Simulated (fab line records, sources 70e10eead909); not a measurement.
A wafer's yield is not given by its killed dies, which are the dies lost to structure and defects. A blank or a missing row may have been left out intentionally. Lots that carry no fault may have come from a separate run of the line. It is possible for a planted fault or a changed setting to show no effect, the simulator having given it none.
The tool behind it: which one?	flow nand_harc	12 lots with 36 wafers sampled at 5 steps, on a route of 1302 steps

WHAT EACH GAUGE READ, for each wafer
NHARC_A_ONON_D2_THK_MEAS_05: measures by ellipsometry.
lot	measured	on	thk_nm (nm)
L348	day 12 23:13	film_metro-02	1001 998 998
L349	day 13 12:22	film_metro-02	1012 1013 1012
L356	day 16 11:06	film_metro-02	641 642 641 642 641 642
L359	day 17 07:52	film_metro-02	642 645 645 646 643 644
L361	day 18 09:17	film_metro-02	994 994 993
L363	day 19 00:38	film_metro-01	1009 1010 1006
L364	day 19 19:16	film_metro-02	994 996 995
L365	day 20 01:07	film_metro-02	990 989 993
L366	day 20 23:34	film_metro-02	1010 1011 1010
L367	day 20 23:34	film_metro-01	1009 1010 1010
L368	day 21 06:41	film_metro-02	1012 1011 1012
L370	day 21 18:30	film_metro-02	1001 1001 1002

NHARC_END_SORT_01.
lot	measured	on	killed_at_array	killed_at_other	killed_at_periphery	killed_dies	killed_open	killed_short
L348	day 24 22:21	prober-02	26 32 35	0 2 1	4 9 6	30 43 42	1 3 5	3 3 2
L349	day 25 12:11	prober-01	37 69 61	2 0 1	2 4 3	41 73 65	4 1 4	3 2 3
L359	day 30 16:46	prober-02	674 674 674	1 1 1	2 2 2	677 677 677	2 3 4	1 2 3
L361	day 29 22:22	prober-01	75 59 58	0 1 0	10 8 6	85 68 64	7 2 0	4 3 2
L363	day 30 22:01	prober-01	65 64 74	3 1 4	5 3 6	73 68 84	2 6 4	0 2 2
L364	day 31 18:04	prober-01	98 106 123	0 0 0	2 1 4	100 107 127	2 2 4	4 2 1
L365	day 31 17:18	prober-02	25 33 22	0 0 0	11 9 6	36 42 28	5 3 8	2 4 1
L366	day 32 19:23	prober-01	64 76 68	0 0 0	2 4 4	66 80 72	3 5 1	3 2 2
L367	day 33 01:31	prober-01	37 34 22	0 0 0	11 14 8	48 48 30	5 4 3	2 1 1
L368	day 33 04:52	prober-02	57 54 63	5 4 2	0 4 1	62 62 66	2 2 4	2 3 3
L370	day 33 11:23	prober-01	73 52 49	1 0 1	3 3 2	77 55 52	3 2 4	2 4 1

WHICH TOOL RAN EACH LOT (tool, then ch and the chambers of the sampled wafers, then the start)
lot	NHARC_A_CHANNEL_HOLE_D1_ETCH_22	NHARC_A_CHANNEL_HOLE_D1_ETCH_44	NHARC_A_ONON_D2_DEP_03
L348	har_etch-01 ch 0,1, day 9 04:41	rie_diel-04 ch 0,1,3, day 9 08:26	pecvd_onon-03 ch 0, day 12 22:45
L349	har_etch-02 ch 0,1, day 9 13:41	rie_diel-11 ch 0,2,3, day 9 17:27	pecvd_onon-03 ch 0, day 13 11:51
L356	har_etch-01 ch 0,1, day 12 17:40	rie_diel-13 ch 1,2, day 12 21:20	pecvd_onon-03 ch 0, day 16 10:42
L359	har_etch-02 ch 0,1, day 13 14:02	rie_diel-11 ch 1,2,3, day 13 17:52	pecvd_onon-03 ch 0, day 17 07:21
L361	har_etch-02 ch 0,1, day 14 15:02	rie_diel-11 ch 0,2,3, day 14 19:09	pecvd_onon-01 ch 0, day 18 08:46
L363	har_etch-01 ch 0,1, day 15 07:49	rie_diel-11 ch 0,3, day 15 11:43	pecvd_onon-01 ch 0, day 19 00:07
L364	har_etch-02 ch 0,1, day 15 21:50	rie_diel-11 ch 2,3, day 16 01:41	pecvd_onon-02 ch 0, day 19 18:48
L365	har_etch-01 ch 0,1, day 16 04:34	rie_diel-11 ch 0,3, day 16 08:19	pecvd_onon-02 ch 0, day 20 00:35
L366	har_etch-01 ch 0,1, day 16 21:24	rie_diel-11 ch 0,2, day 17 01:04	pecvd_onon-03 ch 0, day 20 23:10
L367	har_etch-01 ch 0,1, day 17 01:27	rie_diel-04 ch 0,3, day 17 05:13	pecvd_onon-02 ch 0, day 20 23:03
L368	har_etch-02 ch 0,1, day 17 13:47	rie_diel-11 ch 1,2,3, day 17 17:40	pecvd_onon-02 ch 0, day 21 06:08
L370	har_etch-01 ch 0,1, day 18 03:00	rie_diel-11 ch 0,1,2, day 18 06:52	pecvd_onon-03 ch 0, day 21 17:59
- NHARC_A_CHANNEL_HOLE_D1_ETCH_22: etches the open film in C4F8/O2/Ar, time 666.7 s, target depth 1600 nm.
- NHARC_A_CHANNEL_HOLE_D1_ETCH_44: etches the open film in CF4/O2, target depth 140 nm, overetch 14 nm, time 77 s.
- NHARC_A_ONON_D2_DEP_03: target thk 1000 nm.

WHAT THE TOOLS THEMSELVES READ (means of the sampled wafers that have a number; where no wafer has one, the mark that the record gives instead)
NHARC_A_CHANNEL_HOLE_D1_ETCH_22.
lot	tool	c4f8_flow_sccm (sccm)	drypump_motor_current_A (A)	showerhead_plenum_p_Torr (Torr)	temp_c (C)	throttle_valve_pct (%)
L348	har_etch-01	88.95	5.52	3.65	-19.98	32.154
L349	har_etch-02	89.27	5.85	3.49	-20.01	32.154
L356	har_etch-01	89.34	5.55	3.62	-20.09	32.166
L359	har_etch-02	88.82	5.84	3.49	-20.03	32.146
L361	har_etch-02	89.05	5.86	3.46	-20.04	32.156
L363	har_etch-01	89.68	5.53	3.61	-20.00	32.168
L364	har_etch-02	89.54	5.84	3.47	-20.00	32.150
L365	har_etch-01	89.47	5.54	3.60	-20.07	32.147
L366	har_etch-01	89.47	5.37	3.51	-19.99	32.152
L367	har_etch-01	89.62	5.53	3.59	-19.90	32.150
L368	har_etch-02	89.16	5.86	3.93	-20.04	32.154
L370	har_etch-01	89.14	5.34	3.49	-19.88	32.159

NHARC_A_CHANNEL_HOLE_D1_ETCH_44.
lot	tool	drypump_motor_current_A (A)	oes_ar_750_au (a.u.)	oes_product_au (a.u.)	rf_vpp_V (V)	showerhead_plenum_p_Torr (Torr)	throttle_valve_pct (%)
L348	rie_diel-04	5.9	1.000	0.998	198.4	1.37	13.396
L349	rie_diel-11	6.2	1.004	0.999	198.2	1.33	13.403
L356	rie_diel-13	5.8	1.001	0.991	196.5	1.27	13.396
L359	rie_diel-11	5.9	1.001	0.983	198.9	1.39	13.386
L361	rie_diel-11	6.2	0.999	0.993	198.3	1.33	13.396
L363	rie_diel-11	6.7	0.999	0.992	196.8	1.29	13.398
L364	rie_diel-11	5.7	1.003	0.980	198.6	1.37	13.401
L365	rie_diel-11	6.6	0.998	0.999	197.5	1.29	13.399
L366	rie_diel-11	5.9	0.999	0.994	198.8	1.34	13.407
L367	rie_diel-04	6.0	1.008	0.994	198.8	1.40	13.401
L368	rie_diel-11	6.0	0.999	0.992	198.5	1.38	13.395
L370	rie_diel-11	6.0	1.003	1.006	198.3	1.35	13.394

NHARC_A_ONON_D2_DEP_03.
lot	tool	nh3_flow_sccm (sccm)	sih4_flow_sccm (sccm)
L348	pecvd_onon-03	500.5	210.1
L349	pecvd_onon-03	500.0	210.4
L356	pecvd_onon-03	501.0	210.2
L359	pecvd_onon-03	500.2	210.5
L361	pecvd_onon-01	500.5	211.2
L363	pecvd_onon-01	500.5	209.7
L364	pecvd_onon-02	498.6	209.4
L365	pecvd_onon-02	498.5	209.7
L366	pecvd_onon-03	498.7	210.1
L367	pecvd_onon-02	500.1	210.2
L368	pecvd_onon-02	499.6	210.2
L370	pecvd_onon-03	501.5	209.6

THE ANSWER, worked out from the rows above alone
Rule: the usual values come from the lots themselves. Put in order of their means at a reading, lots are off if they are a third of the lots or fewer, leave a main group of 4 or more, and stand apart from it by a gap of 3 or more times the standard deviation of the main group's means; of several such gaps the widest counts. Not used: any main group whose means are identical at the precision the tables above print for the reading. Also off: a lot with no number at a reading for which 4 or more lots have one. Where the step has rows for the other lots, those lots are counted as sound. After the gauges, taken in route order, come the tools' own readings; for these a lot's mean is taken, as printed above. The first step at which some lot is off is used, and at that step the reading that is off furthest; a lot without a number counts as furthest.
Off: L356, L359 (NHARC_A_ONON_D2_THK_MEAS_05, thk_nm). Mean 1003 nm and standard deviation 7.8 in the main group.
A tool fits if, at a process step before that reading, it ran every lot that is off, and no sound lot after the first of them. The gauges at NHARC_A_ONON_D2_THK_MEAS_05 are tried like those tools. Not one of the candidates tried fits.

WHAT WAS PUT IN BY THE SIMULATOR
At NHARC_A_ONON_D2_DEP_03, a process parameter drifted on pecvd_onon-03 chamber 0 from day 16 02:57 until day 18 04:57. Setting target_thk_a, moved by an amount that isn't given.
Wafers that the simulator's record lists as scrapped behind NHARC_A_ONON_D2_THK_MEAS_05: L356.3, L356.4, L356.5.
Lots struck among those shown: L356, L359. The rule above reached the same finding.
